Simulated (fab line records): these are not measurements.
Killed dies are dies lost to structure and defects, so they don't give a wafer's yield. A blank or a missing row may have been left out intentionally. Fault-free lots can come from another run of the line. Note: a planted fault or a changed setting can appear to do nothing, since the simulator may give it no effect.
Matching of chambers || flow n5_finfet || 4 sister chambers for N5_FIN_CUT_ETCH_30 on rie_diel-03
The step etches underlayer in N2/H2, target depth 13 nm, time 10.4 s. 16 wafers are shown with their chamber, then 8 later ones without.

## WAFERS, EACH WITH ITS CHAMBER
{"wafer": "L075.2", "chamber": 2, "drypump_motor_current_A (A)": 5.52, "showerhead_plenum_p_Torr (Torr)": 2.41, "oes_product_au (a.u.)": 0.59}
{"wafer": "L075.3", "chamber": 1, "drypump_motor_current_A (A)": 6.23, "showerhead_plenum_p_Torr (Torr)": 2.45, "oes_product_au (a.u.)": 0.65}
{"wafer": "L075.6", "chamber": 2, "drypump_motor_current_A (A)": 5.52, "showerhead_plenum_p_Torr (Torr)": 2.41, "oes_product_au (a.u.)": 0.60}
{"wafer": "L079.1", "chamber": 3, "drypump_motor_current_A (A)": 5.25, "showerhead_plenum_p_Torr (Torr)": 2.55, "oes_product_au (a.u.)": 0.67}
{"wafer": "L079.2", "chamber": 1, "drypump_motor_current_A (A)": 6.24, "showerhead_plenum_p_Torr (Torr)": 2.44, "oes_product_au (a.u.)": 0.64}
{"wafer": "L079.4", "chamber": 0, "drypump_motor_current_A (A)": 5.36, "showerhead_plenum_p_Torr (Torr)": 2.55, "oes_product_au (a.u.)": 0.64}
{"wafer": "L081.1", "chamber": 2, "drypump_motor_current_A (A)": 5.52, "showerhead_plenum_p_Torr (Torr)": 2.41, "oes_product_au (a.u.)": 0.60}
{"wafer": "L081.3", "chamber": 1, "drypump_motor_current_A (A)": 6.23, "showerhead_plenum_p_Torr (Torr)": 2.44, "oes_product_au (a.u.)": 0.66}
{"wafer": "L081.6", "chamber": 1, "drypump_motor_current_A (A)": 6.23, "showerhead_plenum_p_Torr (Torr)": 2.44, "oes_product_au (a.u.)": 0.65}
{"wafer": "L083.3", "chamber": 1, "drypump_motor_current_A (A)": 6.22, "showerhead_plenum_p_Torr (Torr)": 2.44, "oes_product_au (a.u.)": 0.65}
{"wafer": "L083.4", "chamber": 2, "drypump_motor_current_A (A)": 5.54, "showerhead_plenum_p_Torr (Torr)": 2.40, "oes_product_au (a.u.)": 0.60}
{"wafer": "L083.5", "chamber": 3, "drypump_motor_current_A (A)": 5.21, "showerhead_plenum_p_Torr (Torr)": 2.55, "oes_product_au (a.u.)": 0.66}
{"wafer": "L084.1", "chamber": 0, "drypump_motor_current_A (A)": 5.37, "showerhead_plenum_p_Torr (Torr)": 2.54, "oes_product_au (a.u.)": 0.63}
{"wafer": "L084.2", "chamber": 3, "drypump_motor_current_A (A)": 5.23, "showerhead_plenum_p_Torr (Torr)": 2.55, "oes_product_au (a.u.)": 0.65}
{"wafer": "L084.4", "chamber": 1, "drypump_motor_current_A (A)": 6.23, "showerhead_plenum_p_Torr (Torr)": 2.44, "oes_product_au (a.u.)": 0.64}
{"wafer": "L087.4", "chamber": 3, "drypump_motor_current_A (A)": 5.25, "showerhead_plenum_p_Torr (Torr)": 2.55, "oes_product_au (a.u.)": 0.66}

SIGNATURES, as means of the wafers listed above
{"reading": "drypump_motor_current_A", "chamber 0": 5.3650, "chamber 1": 6.2300, "chamber 2": 5.5250, "chamber 3": 5.2350, "scatter within a chamber": 0.0117}
{"reading": "showerhead_plenum_p_Torr", "chamber 0": 2.5450, "chamber 1": 2.4417, "chamber 2": 2.4075, "chamber 3": 2.5500, "scatter within a chamber": 0.00417}
{"reading": "oes_product_au", "chamber 0": 0.6350, "chamber 1": 0.6483, "chamber 2": 0.5975, "chamber 3": 0.6600, "scatter within a chamber": 0.00712}
Rule: distance of a wafer from a chamber = root of the sum over the readings of ((wafer's reading minus chamber's mean) / reading's scatter) squared. The wafer belongs to the nearest chamber; if the next one is less than 2 further off, it can't be placed. The scatter: take each reading less its chamber's mean, square it, sum over the shown wafers, divide by the number of wafers less the number of chambers, and take the root.

## WAFERS WITH NO CHAMBER GIVEN
{"wafer": "L087.5", "drypump_motor_current_A (A)": 6.23, "showerhead_plenum_p_Torr (Torr)": 2.44, "oes_product_au (a.u.)": 0.64}
{"wafer": "L087.6", "drypump_motor_current_A (A)": 5.40, "showerhead_plenum_p_Torr (Torr)": 2.54, "oes_product_au (a.u.)": 0.63}
{"wafer": "L090.4", "drypump_motor_current_A (A)": 5.55, "showerhead_plenum_p_Torr (Torr)": 2.40, "oes_product_au (a.u.)": 0.59}
{"wafer": "L090.5", "drypump_motor_current_A (A)": 6.24, "showerhead_plenum_p_Torr (Torr)": 2.43, "oes_product_au (a.u.)": 0.64}
{"wafer": "L090.6", "drypump_motor_current_A (A)": 5.38, "showerhead_plenum_p_Torr (Torr)": 2.54, "oes_product_au (a.u.)": 0.62}
{"wafer": "L092.1", "drypump_motor_current_A (A)": 5.25, "showerhead_plenum_p_Torr (Torr)": 2.54, "oes_product_au (a.u.)": 0.65}
{"wafer": "L092.2", "drypump_motor_current_A (A)": 5.40, "showerhead_plenum_p_Torr (Torr)": 2.53, "oes_product_au (a.u.)": 0.61}
{"wafer": "L092.4", "drypump_motor_current_A (A)": 5.40, "showerhead_plenum_p_Torr (Torr)": 2.53, "oes_product_au (a.u.)": 0.62}

## EACH ONE'S CHAMBER
{"wafer": "L087.5", "from the rows above": 1, "in truth": 1}
{"wafer": "L087.6", "from the rows above": 0, "in truth": 0}
{"wafer": "L090.4", "from the rows above": 2, "in truth": 2}
{"wafer": "L090.5", "from the rows above": 1, "in truth": 1}
{"wafer": "L090.6", "from the rows above": 0, "in truth": 0}
{"wafer": "L092.1", "from the rows above": 3, "in truth": 3}
{"wafer": "L092.2", "from the rows above": 0, "in truth": 0}
{"wafer": "L092.4", "from the rows above": 0, "in truth": 0}
Correct placement for 8 of the 8. Not placeable from these rows: 0. Wrongly placed: 0.
